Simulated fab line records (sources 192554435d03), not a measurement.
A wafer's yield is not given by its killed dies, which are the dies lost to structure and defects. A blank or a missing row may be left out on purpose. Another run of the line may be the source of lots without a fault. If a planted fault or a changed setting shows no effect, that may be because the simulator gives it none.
fab line records	flow n5_finfet
record: lots: 10	wafers: 30	last_day: 18
route steps=1938 shown BEOL_M3@982 BEOL_M4@1111
lots with no fault: from the same line, run without faults
start_h: hours from the record's first day to the start of the lot's first wafer shown	wait_h: time in hours since the lot's previous step	" the same as in the row above	L1.1+2: several wafers, shown together as one row	- either no value or no given start	* or withheld: withheld	< > ~ a bound
route shown NAME@n: names a module that has steps shown in the file, with the first one's number in the route	usual: the fault-free wafers' mean and standard deviation	same: alike in all rows	chamber/n: place in a boat	sites: the reading at each site	_std_site: standard deviation of those values	_edge_site: the outer-site mean with the inner-site mean subtracted	radius_mm: how far each site lies from the wafer's centre	mask NAME#n: copy n	behind: the tool/chamber that last shaped the wafer	hold: why the lot went on hold/how many hours it stayed there/how the hold came to an end	device: names the non-switching transistor (n, p or np)	end of line: the route-end tests of the same wafers	a step with no rows: only its recipe	killed: the dies lost at the first sort to structure and to defects; this is not the yield of the wafer	map: a wafer's dies, x killed, . not, _ none there
set.NAME: setting as actually run; set.NAME@STEP: the setting as run at that earlier step	model.NAME: the simulator's own value behind a step, which no gauge read
a sample of lots followed through the steps of the route, with each step as a table and each wafer as a row
services: a tool's chamber out of use, with start hour (start_h, from the record's first day; less than 0 if before it), hours out, and reason
== steps ==
step: N5_BEOL_M3_STRIP_97
recipe: chemistry: N2/H2	time_s: 10	power_w: 450	temp_c: 40	pressure_mtorr: 20	rf_frequency_hz: 6e+07	bias_power_w: 7	n2_flow_sccm: 200	h2_flow_sccm: 200
usual: drypump_motor_current_A: 5.9/0.56	oes_product_au: 0.78/0.072	rf_vpp_V: 59.2/0.85	showerhead_plenum_p_Torr: 2.54/0.083	throttle_valve_pct: 23.82/0.19
lot.wafer	tool	chamber	start_h	wait_h	drypump_motor_current_A	oes_product_au	rf_hours_counter_h	rf_vpp_V	showerhead_plenum_p_Torr	throttle_valve_pct
L354.3	rie_diel-03	3	-	-	5.4	0.91	33	59.5	2.59	23.76
L354.4	"	0	"	"	5.6	0.73	-	59.5	2.52	23.78
L354.5	"	2	"	"	5.0	0.77	-	59.2	2.65	23.62
L355.2	rie_diel-01	1	-	-	6.3	0.75	150	59.0	2.54	23.67
L355.4	"	2	"	"	6.4	0.89	28	58.8	2.70	24.04
L355.6	"	2	"	"	6.4	0.90	-	59.1	2.70	24.05
L356.1	rie_diel-03	3	-	-	5.4	0.88	47	59.6	2.59	23.77
L356.4	"	2	"	"	5.0	0.75	154	59.5	2.64	23.66
L356.6	"	0	"	"	5.5	0.71	-	58.9	2.51	23.79
L358.1	rie_diel-06	3	-	-	5.2	0.82	59	59.7	2.58	24.06
L358.3	"	2	"	"	6.5	0.77	154	57.0	2.43	23.80
L358.4	"	0	"	"	6.4	0.70	227	59.3	2.61	24.06
L361.1	rie_diel-03	2	-	-	5.0	0.75	160	59.3	2.64	23.64
L361.3	"	2	"	"	5.0	0.75	-	60.8	2.64	23.66
L361.4	"	3	"	"	5.3	0.88	-	60.2	2.58	23.76
L362.3	rie_diel-01	0	-	-	6.6	0.80	108	58.1	2.45	23.96
L362.5	"	2	"	"	6.4	0.87	-	60.9	2.70	24.06
L362.6	"	1	"	"	6.3	0.75	-	59.3	2.53	23.68
L363.1	rie_diel-06	3	-	-	5.2	0.80	69	59.2	2.57	24.06
L363.5	"	3	"	"	5.2	0.80	-	58.9	2.57	24.09
L363.6	"	0	"	"	6.4	0.69	-	59.9	2.61	24.07
L366.2	rie_diel-01	3	-	-	6.0	0.91	27	59.7	2.48	23.64
L366.3	"	1	"	"	6.3	0.74	165	59.4	2.53	23.68
L366.6	"	3	"	"	6.0	0.91	-	58.4	2.48	23.65
L371.1	rie_diel-01	2	-	-	6.4	0.85	51	60.0	2.69	24.07
L371.3	"	3	"	"	6.0	0.87	41	57.9	2.47	23.68
L371.4	"	1	"	"	6.3	0.73	178	59.1	2.52	23.72
L373.3	rie_diel-06	0	-	-	6.4	0.95	3	58.1	2.60	23.85
L373.5	"	2	"	"	6.4	0.74	-	59.4	2.42	23.86
L373.6	"	3	"	"	5.2	0.79	-	60.6	2.56	24.09
step: N5_BEOL_M3_CVD_47
recipe: material: Co	target_thk_a: 30	temp_c: withheld	precursor: CCTBA/H2	pressure_torr: 30	time_s: 223.8
usual: run_length_s: 246.2/0.41
lot.wafer	tool	chamber	start_h	wait_h	run_length_s
L354.3	cvd_co-01	2	179.46	0.1	246.3
L354.4	"	1	"	"	246.8
L354.5	"	1	"	"	246.2
L355.2	cvd_co-02	0	214.03	0.0	246.4
L355.4	"	1	"	"	245.8
L355.6	"	2	"	"	246.4
L356.1	cvd_co-01	0	214.14	0.1	246.5
L356.4	"	0	"	"	245.9
L356.6	"	1	"	"	247.0
L358.1	cvd_co-02	1	217.70	0.2	245.6
L358.3	"	2	"	"	246.3
L358.4	"	1	"	"	245.5
L361.1	cvd_co-02	0	231.20	0.1	246.5
L361.3	"	1	"	"	245.8
L361.4	"	0	"	"	247.0
L362.3	cvd_co-01	2	235.65	0.0	245.9
L362.5	"	0	"	"	246.4
L362.6	"	2	"	"	245.6
L363.1	cvd_co-02	0	238.58	0.1	246.9
L363.5	"	1	"	"	246.1
L363.6	"	0	"	"	246.4
L366.2	cvd_co-02	0	255.41	0.0	247.1
L366.3	"	1	"	"	246.3
L366.6	"	2	"	"	246.1
L371.1	cvd_co-02	0	297.36	0.1	181.8
L371.3	"	2	"	"	181.4
L371.4	"	1	"	"	181.1
L373.3	cvd_co-02	1	314.40	0.1	180.6
L373.5	"	1	"	"	245.6
L373.6	"	2	"	"	246.9
step: N5_BEOL_M3_ANNEAL_80
recipe: temp_c: 400	time_s: 240	ambient: vacuum
usual: heater_power_w: 832/72
lot.wafer	tool	chamber	start_h	wait_h	heater_power_w
L354.3	pvd_sputter-01	-	179.92	0.0	923
L354.4	"	-	"	"	960
L354.5	"	-	"	"	831
L355.2	pvd_sputter-02	-	214.50	0.0	761
L355.4	"	-	"	"	841
L355.6	"	-	"	"	754
L356.1	pvd_sputter-03	-	214.83	0.0	748
L356.4	"	-	"	"	871
L356.6	"	-	"	"	759
L358.1	pvd_sputter-01	-	218.28	0.0	944
L358.3	"	-	"	"	741
L358.4	"	-	"	"	818
L361.1	pvd_sputter-01	-	231.66	0.0	919
L361.3	"	-	"	"	959
L361.4	"	-	"	"	827
L362.3	pvd_sputter-03	-	236.15	0.0	724
L362.5	"	-	"	"	926
L362.6	"	-	"	"	742
L363.1	pvd_sputter-03	-	239.04	0.0	736
L363.5	"	-	"	"	742
L363.6	"	-	"	"	870
L366.2	pvd_sputter-02	-	255.87	0.0	867
L366.3	"	-	"	"	855
L366.6	"	-	"	"	843
L371.1	pvd_sputter-03	-	297.91	0.0	744
L371.3	"	-	"	"	911
L371.4	"	-	"	"	881
L373.3	pvd_sputter-02	-	314.88	0.0	852
L373.5	"	-	"	"	852
L373.6	"	-	"	"	778
step: N5_BEOL_M3_SPUTTER_88
recipe: material: Cu	target_thk_a: 45	temp_c: -20	chamber_pressure_pa: 0.07	power_w: withheld	time_s: 8.29
usual: chamber_pressure_pa: 0.06999/0.00014	throttle_valve_pct: 29.8/1.1
lot.wafer	tool	chamber	start_h	wait_h	chamber_pressure_pa	throttle_valve_pct
L354.3	pvd_sputter-01	-	180.50	0.1	0.07011	30.3
L354.4	"	-	"	"	0.06992	28.5
L354.5	"	-	"	"	0.06998	29.7
L355.2	pvd_sputter-02	-	215.08	0.1	0.06979	30.0
L355.4	"	-	"	"	0.06994	27.2
L355.6	"	-	"	"	0.06988	30.0
L356.1	pvd_sputter-03	-	215.41	0.1	0.06969	31.0
L356.4	"	-	"	"	0.06999	30.6
L356.6	"	-	"	"	0.06993	30.9
L358.1	pvd_sputter-01	-	218.86	0.1	0.07017	28.7
L358.3	"	-	"	"	0.07022	30.7
L358.4	"	-	"	"	0.07017	29.7
L361.1	pvd_sputter-01	-	232.24	0.1	0.06985	30.4
L361.3	"	-	"	"	0.06999	28.6
L361.4	"	-	"	"	0.07004	29.6
L362.3	pvd_sputter-03	-	236.73	0.1	0.06985	29.6
L362.5	"	-	"	"	0.07007	29.1
L362.6	"	-	"	"	0.07016	30.9
L363.1	pvd_sputter-03	-	239.62	0.1	0.07013	29.7
L363.5	"	-	"	"	0.07031	31.0
L363.6	"	-	"	"	0.06998	30.7
L366.2	pvd_sputter-02	-	256.45	0.1	0.06999	30.3
L366.3	"	-	"	"	0.07009	27.0
L366.6	"	-	"	"	0.07024	26.9
L371.1	pvd_sputter-03	-	298.49	0.1	0.06985	31.3
L371.3	"	-	"	"	0.07008	29.0
L371.4	"	-	"	"	0.07002	30.8
L373.3	pvd_sputter-02	-	315.46	0.1	0.07026	30.4
L373.5	"	-	"	"	0.06996	30.3
L373.6	"	-	"	"	0.07001	29.9
step: N5_BEOL_M4_RC_MEAS_101
usual: DIBL_N: 36.0/1.3	DIBL_P: 36.2/1.7	IOFF_N: 0.155/0.024	IOFF_P: 0.21/0.034	ION_N: 674/9	ION_P: 463/7.1	SS_N: 71.4/0.5	SS_P: 73.4/0.57	VT_N: 250.0/2.8	VT_P: -251/3.2
lot.wafer	tool	chamber	start_h	wait_h	DIBL_N[mV/V]	DIBL_P[mV/V]	IOFF_N[nA/um]	IOFF_P[nA/um]	ION_N[uA/um]	ION_P[uA/um]	SS_N[mV/dec]	SS_P[mV/dec]	VT_N[mV]	VT_P[mV]
L354.3	prober-01	0	211.10	0.3	34.4	34.2	0.113	0.17	654	457	70.8	72.5	255.3	-254
L354.4	"	0	"	"	32.8	32.1	0.097	0.14	654	454	70.5	72.9	255.2	-256
L354.5	"	0	"	"	34.7	34.6	0.123	0.18	664	460	71.1	73.6	254.6	-253
L355.2	prober-01	0	244.66	0.3	35.0	35.0	0.125	0.17	663	455	71.2	73.1	253.3	-254
L355.4	"	0	"	"	37.0	37.2	0.158	0.20	673	454	72.1	73.6	252.0	-251
L355.6	"	0	"	"	36.8	37.1	0.155	0.20	667	458	71.5	73.3	248.5	-251
L356.1	prober-01	0	249.90	0.0	35.8	35.3	0.143	0.18	675	457	71.1	72.9	250.7	-252
L356.4	"	0	"	"	35.7	35.4	0.144	0.19	675	458	70.8	73.4	251.6	-252
L356.6	"	0	"	"	37.3	37.0	0.171	0.20	680	459	71.6	73.3	249.7	-251
L358.1	prober-01	0	258.53	0.0	36.0	37.6	0.164	0.23	681	467	71.3	73.5	247.5	-249
L358.3	"	0	"	"	36.1	37.5	0.170	0.24	684	474	71.3	72.8	249.1	-248
L358.4	"	0	"	"	35.8	36.5	0.153	0.21	684	473	71.1	73.8	250.3	-250
L361.1	prober-01	0	269.10	0.0	37.7	38.9	0.166	0.21	681	468	72.4	73.9	249.4	-251
L361.3	"	0	"	"	35.2	34.5	0.118	0.15	655	447	71.3	72.2	251.3	-257
L361.4	"	0	"	"	38.3	39.2	0.181	0.22	676	467	71.6	73.0	248.6	-251
L362.3	prober-02	0	275.80	0.3	36.0	37.5	0.157	0.21	672	459	71.7	73.4	250.7	-251
L362.5	"	0	"	"	35.0	35.7	0.144	0.18	667	452	71.4	73.0	251.3	-252
L362.6	"	0	"	"	35.2	36.4	0.153	0.19	678	462	70.7	74.2	250.9	-251
L363.1	prober-01	0	276.14	0.0	37.8	37.2	0.186	0.20	682	457	72.0	73.3	248.8	-254
L363.5	"	0	"	"	35.8	35.1	0.156	0.18	681	458	70.8	73.1	248.2	-255
L363.6	"	0	"	"	36.3	35.3	0.159	0.18	671	460	70.4	73.6	250.2	-255
L366.2	prober-01	0	295.89	0.2	32.6	33.0	0.126	0.17	665	462	70.7	72.7	251.9	-253
L366.3	"	0	"	"	34.1	34.6	0.147	0.19	671	461	71.9	73.3	247.8	-251
L366.6	"	0	"	"	34.0	34.4	0.142	0.19	668	451	71.4	73.1	248.8	-250
L371.1	prober-01	0	322.20	0.0	35.4	37.6	0.143	0.19	670	459	71.4	73.7	252.1	-254
L371.3	"	0	"	"	34.7	37.2	0.137	0.18	666	456	71.4	73.1	250.1	-253
L371.4	"	0	"	"	35.4	38.1	0.149	0.20	676	467	72.0	73.9	250.3	-251
L373.3	prober-01	0	327.52	0.3	36.7	36.2	0.164	0.24	680	473	72.1	73.5	250.9	-246
L373.5	"	0	"	"	37.5	37.5	0.180	0.26	683	476	72.1	74.1	251.2	-246
L373.6	"	0	"	"	36.4	36.1	0.156	0.23	680	472	72.2	73.3	250.9	-247
== services ==
tool	chamber	start_h	hours	kind
cvd_co-01	0	165.28	16.0	repair
rie_diel-03	1	174.81	17.2	repair
cvd_co-01	-	178.26	0.5	repair
rie_diel-06	0	198.08	6.2	repair
rie_diel-06	1	221.29	-	clean
rie_diel-06	1	221.29	-	consumable_replace:esc
rie_diel-06	1	221.29	-	consumable_replace:focus_ring
rie_diel-06	1	221.29	25.2	scheduled_down
rie_diel-06	1	221.29	25.2	vent_cycle
rie_diel-01	2	247.05	9.9	repair
rie_diel-06	3	281.08	5.0	repair
rie_diel-06	1	284.55	4.9	repair
rie_diel-06	0	289.47	-	clean
rie_diel-06	0	289.47	-	consumable_replace:focus_ring
rie_diel-06	0	289.47	12.7	scheduled_down
rie_diel-06	0	289.47	12.7	vent_cycle
rie_diel-03	-	293.56	16.0	repair
cvd_co-02	0	299.90	16.5	repair
== key ==
first_sign: step: N5_BEOL_M3_CVD_47	reading: run_length_s	direction: down	sigmas: 99+	usual: *	struck: *
effect none on later readings
met_at N5_BEOL_M3_CVD_47
struck_lots L371,L373
struck_wafers L371.1,L371.3,L371.4,L373.3
not_acting_at N5_BEOL_M3_STRIP_97,N5_BEOL_M3_ANNEAL_80,N5_BEOL_M3_SPUTTER_88
onset_between 255.41 297.36
fault: kind: process_parameter_drift	tool: cvd_co-02	chamber: -	onset_h: 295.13	steps: N5_BEOL_M3_CVD_47	channel: time_s	offset: *	shape: step	end_h: 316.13	scope: struck_wafers_only	acts_in: *	stated: *
